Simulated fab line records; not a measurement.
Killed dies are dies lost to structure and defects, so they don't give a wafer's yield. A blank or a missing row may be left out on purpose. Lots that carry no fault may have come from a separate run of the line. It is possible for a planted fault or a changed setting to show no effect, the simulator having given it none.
A struck lot beside a sound one | flow nand_harc | 16 steps out of a route of 1159
Sound: wafers L595.2, L595.3, L595.4. Struck: wafers L601.1, L601.2, L601.3. The cause is given at the end.
Order at every step that has rows: each side's tool, ch and its chambers, its first start. Under that, the readings that differ: sound wafers | struck wafers | difference of the means | sigmas: that difference in standard deviations of wafers without a fault.
alike: same words and numbers on both sides, and readings whose means sit less than 2 such deviations apart. not compared: any withheld reading, any reading some wafer has no value for, any bound like >300 that may hide the same value, and any number with overlapping values for which the record gives no deviation.
Wherever a step has rows on one side only, a row that says differs or no value, or a row with sigmas, the two part there. When numbers do not overlap yet have no deviation, they are printed without sigmas and do not part them. A reading missing from all wafers of one side parts the sides only when that side holds two or more wafers.

NHARC_A_STAIRCASE_CMP_472: polishes SiO2.
  sound on cmp-04 ch 0,2,3, day 14 03:01; struck on cmp-04 ch 0,2,3, day 16 05:44
  alike: motor_current_A
following that, these wafers have no rows for 1 step: NHARC_A_STAIRCASE_SRD_474.
NHARC_A_STAIRCASE_INSPECT_155:
  sound on defect_inspect-01, day 14 03:21; struck on defect_inspect-01, day 16 06:03
  alike: raw_defect_count
NHARC_A_SGD_CUT_DEP_00: deposits SiNx, target thk 50 nm.
  sound on pecvd-02 ch 0,2, day 14 03:29; struck on pecvd-03 ch 0,1,2, day 16 06:07
  alike: heater_power_w
then, 7 steps without rows for these wafers: NHARC_A_SGD_CUT_DEHYDRATE_01 (time 120 s); NHARC_A_SGD_CUT_HMDS_02 (time 30 s); NHARC_A_SGD_CUT_COAT_56 (time 75 s); NHARC_A_SGD_CUT_COAT_57 (time 65 s); NHARC_A_SGD_CUT_COAT_03 (resist thk 90 nm); NHARC_A_SGD_CUT_SOFTBAKE_04 (time 55 s); NHARC_A_SGD_CUT_EBR_05.
NHARC_A_SGD_CUT_EXPOSE_06: exposes mask SGD.
  sound on arfi_scanner-01 ch 0, day 14 04:04; struck on arfi_scanner-01 ch 0, day 16 06:42
  reading              | sound             | struck            | difference | sigmas
  exposure_dose_mJ_cm2 | 85.81 85.87 85.84 | 87.74 87.96 87.77 | +1.98      | +13
  alike: mask
then, 2 steps without rows for these wafers: NHARC_A_SGD_CUT_PEB_07 (peb time 65 s); NHARC_A_SGD_CUT_DEVELOP_08 (develop time 35 s).
NHARC_A_SGD_CUT_CD_MEAS_09: the cd target is 100 nm.
  sound on cd_sem-02 ch 0, day 14 04:13; struck on cd_sem-01 ch 0, day 16 06:50
  reading    | sound           | struck            | difference | sigmas
  cd_nm (nm) | 100.3 99.9 99.9 | 101.6 101.6 101.6 | +1.6       | +3
NHARC_A_SGD_CUT_OVL_MEAS_10:
  sound on overlay-02, day 14 04:17; struck on overlay-02, day 16 06:56
  reading           | sound       | struck         | difference | sigmas
  overlay_y_nm (nm) | 0.5 1.2 0.7 | -1.2 -1.8 -2.1 | -2.5       | -3
  alike: overlay_x_nm

## WHERE THEY PART
Earliest at NHARC_A_SGD_CUT_EXPOSE_06; latest, in this record, at NHARC_A_SGD_CUT_OVL_MEAS_10.

WHY: what had been put in by the simulator
Drift in process parameters on arfi_scanner-01 at NHARC_A_SGD_CUT_EXPOSE_06, starting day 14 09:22. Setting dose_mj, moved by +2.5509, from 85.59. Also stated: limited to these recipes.
